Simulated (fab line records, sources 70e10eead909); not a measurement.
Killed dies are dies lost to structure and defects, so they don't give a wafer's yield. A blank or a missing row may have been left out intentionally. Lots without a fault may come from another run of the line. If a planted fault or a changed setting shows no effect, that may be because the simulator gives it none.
Matching of chambers + flow nand_harc + NHARC_P_STI_CMP_21 on cmp-04: 4 sister chambers
The step polishes, t overpolish 20 s, target thk 380.67 nm. 4 wafers are shown with their chamber, then 7 later ones without.

## WAFERS WITH THEIR CHAMBER
| wafer  | chamber | motor_current_A (A) |
|--------|---------|---------------------|
| L146.5 | 2       | 12.1                |
| L146.6 | 1       | 11.6                |
| L148.2 | 3       | 13.3                |
| L148.5 | 0       | 12.1                |

## WAFERS WITHOUT THEIR CHAMBER
| wafer  | motor_current_A (A) |
|--------|---------------------|
| L148.6 | 11.2                |
| L156.3 | 12.2                |
| L156.5 | 13.0                |
| L156.6 | 12.8                |
| L157.2 | 12.8                |
| L157.3 | 12.3                |
| L157.5 | 12.5                |

## CHAMBER TAKEN BY EACH
| wafer  | from the rows above               | in truth |
|--------|-----------------------------------|----------|
| L148.6 | can't be placed: 1 or 0 or 2      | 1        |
| L156.3 | can't be placed: 0 or 2 or 1      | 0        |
| L156.5 | can't be placed: 3 or 0 or 2      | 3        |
| L156.6 | can't be placed: 3 or 0 or 2 or 1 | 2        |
| L157.2 | can't be placed: 3 or 0 or 2 or 1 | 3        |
| L157.3 | can't be placed: 0 or 2 or 1      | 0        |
| L157.5 | can't be placed: 0 or 2 or 3 or 1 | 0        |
Correct placement for 0 of the 7. Cannot be placed on the basis of these rows: 7; the candidates contain the true chamber in 7. 0 placed wrongly.
How it was worked out, from the rows above alone: a wafer's distance from a chamber is the root of the sum, over the readings, of the square of ((its reading less the chamber's mean) divided by the reading's scatter). The wafer belongs to the nearest chamber; if the next one is less than 2 further off, it can't be placed. A chamber's mean is the mean of its shown wafers. The scatter: with one shown wafer a chamber, the root of the mean of the squares of how far each hidden wafer lies from its nearest shown one.
